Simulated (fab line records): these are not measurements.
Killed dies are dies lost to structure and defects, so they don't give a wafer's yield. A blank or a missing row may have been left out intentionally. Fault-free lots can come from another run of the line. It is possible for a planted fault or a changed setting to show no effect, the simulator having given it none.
A lot that was struck, set against a sound lot | flow n5_finfet | 16 steps out of a route of 1938
Sound: wafers L966.4, L966.5, L966.6. Struck: wafer L959.1 (left out: L959.5, a lot-mate that was not struck); the cause follows at the end.
Each step with rows lists, per side, the tool, then ch with its chambers, then its first start. Under that, the readings that differ: sound wafers | struck wafers | difference of the means | sigmas: that difference in standard deviations of wafers without a fault.
alike: same words and numbers on both sides, and readings whose means sit less than 2 such deviations apart. not compared: any withheld reading, any reading some wafer has no value for, any bound like >300 that may hide the same value, and any number with overlapping values for which the record gives no deviation.
The two part at a step that has a row with sigmas, a row that says differs or no value, or rows on one side only. When numbers do not overlap yet have no deviation, they are printed without sigmas and do not part them. A reading missing from all wafers of one side parts the sides only when that side holds two or more wafers.

first, 4 steps without rows for these wafers: N5_BEOL_M3_SOFTBAKE_23 (time 60 s); N5_BEOL_M3_EXPOSE_25 (exposes mask V2, defocus 5 nm); N5_BEOL_M3_PEB_26 (peb time 60 s); N5_BEOL_M3_DEVELOP_27 (develop time 30 s).
N5_BEOL_M3_CD_MEAS_28: target cd 25.7 nm, target cd y 23.3 nm.
  sound on cd_sem-02 ch 0, day 12 10:52; struck on cd_sem-02 ch 0, day 9 18:17
  alike: cd_nm
N5_BEOL_M3_OVL_MEAS_29:
  sound on overlay-02 ch 0, day 12 10:54; struck on overlay-02 ch 0, day 9 18:19
  alike: V2_OVL
N5_BEOL_M3_INSPECT_30: inspects for defects (brightfield).
  sound: defect_inspect-01 at day 12 10:56; struck: defect_inspect-02 at day 9 18:23
  alike: raw_defect_count
N5_BEOL_M3_DESCUM_33: chemistry O2, time 7 s.
  sound on rie_diel-03 ch 0,1,2, day 12 10:58; struck on rie_diel-04 ch 3, day 9 18:25
  alike: drypump_motor_current_A, oes_product_au, rf_vpp_V, showerhead_plenum_p_Torr, throttle_valve_pct
  not compared: rf_hours_counter_h
N5_BEOL_M3_ETCH_77: etches underlayer in N2/H2, target depth 6.5 nm, time 5.2 s.
  sound on rie_diel-03 ch 0,1,2, day 12 11:01; struck on rie_diel-04 ch 3, day 9 18:28
  alike: drypump_motor_current_A, etch_rf_on_time_s, oes_product_au, rf_vpp_V, showerhead_plenum_p_Torr, throttle_valve_pct
  not compared: rf_hours_counter_h
N5_BEOL_M3_ETCH_69: etches SiARC in CF4, target depth 15.6 nm, time 26 s.
  sound on rie_diel-03 ch 0,1,2, day 12 11:01; struck on rie_diel-04 ch 3, day 9 18:29
  alike: drypump_motor_current_A, etch_rf_on_time_s, oes_product_au, rf_vpp_V, showerhead_plenum_p_Torr, throttle_valve_pct
  not compared: rf_hours_counter_h
N5_BEOL_M3_ALD_98: deposits SiO2, target thk 2.5 nm, pulse time 1 s, co reactant pulse time 1 s.
  sound on ald_sin-03 ch 0,1,3, day 12 11:14; struck on ald_sin-01 ch 2, day 9 18:39
  alike: heater_power_w, precursor_pulse_height_rel, susceptor_temp_C
N5_BEOL_M3_ETCHBACK_99: etches SiO2 in CHF3, target depth 5 nm, time 10.4 s.
  sound on rie_diel-01 ch 0,1,2, day 12 14:16; struck on rie_diel-03 ch 0, day 10 03:36
  alike: drypump_motor_current_A, oes_product_au, rf_vpp_V, showerhead_plenum_p_Torr, throttle_valve_pct
  not compared: rf_hours_counter_h
N5_BEOL_M3_ETCH_70: etches SOC in N2/H2, target depth 80 nm, overetch 16 nm, time 120 s.
  sound on rie_diel-01 ch 0,1,2, day 12 14:18; struck on rie_diel-03 ch 0, day 10 03:38
  reading          | sound             | struck | difference | sigmas
  run_length_s (s) | 143.4 143.4 142.9 | 153.8  | +10.6      | +26
  alike: drypump_motor_current_A, oes_product_au, rf_vpp_V, showerhead_plenum_p_Torr, throttle_valve_pct
  not compared: rf_hours_counter_h, model.SiARC_of_BEOL_M3_COAT_68.thk_nm
then, 1 step without rows for these wafers: N5_BEOL_M3_STRIP_71 (strips in N2/H2).
N5_BEOL_M4_RC_MEAS_101:
  sound on prober-02 ch 0, day 13 05:45; struck on prober-02 ch 0, day 11 21:07
  reading   | sound       | struck | difference | sigmas
  VT_N (mV) | 246 247 247 | 254    | +7         | +2
  alike: DIBL_N, DIBL_P, IOFF_N, IOFF_P, ION_N, ION_P, SS_N, SS_P, VT_P
after that, 1 step had no rows for these wafers: N5_PASSIVATION_PROBE_49.

WHERE THEY PART
First at N5_BEOL_M3_ETCH_70; last, within this record, at N5_BEOL_M4_RC_MEAS_101.

WHY: the cause the simulator had injected
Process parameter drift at N5_BEOL_M3_ETCH_70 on rie_diel-03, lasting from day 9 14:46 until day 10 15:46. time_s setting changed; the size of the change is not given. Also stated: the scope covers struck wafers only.
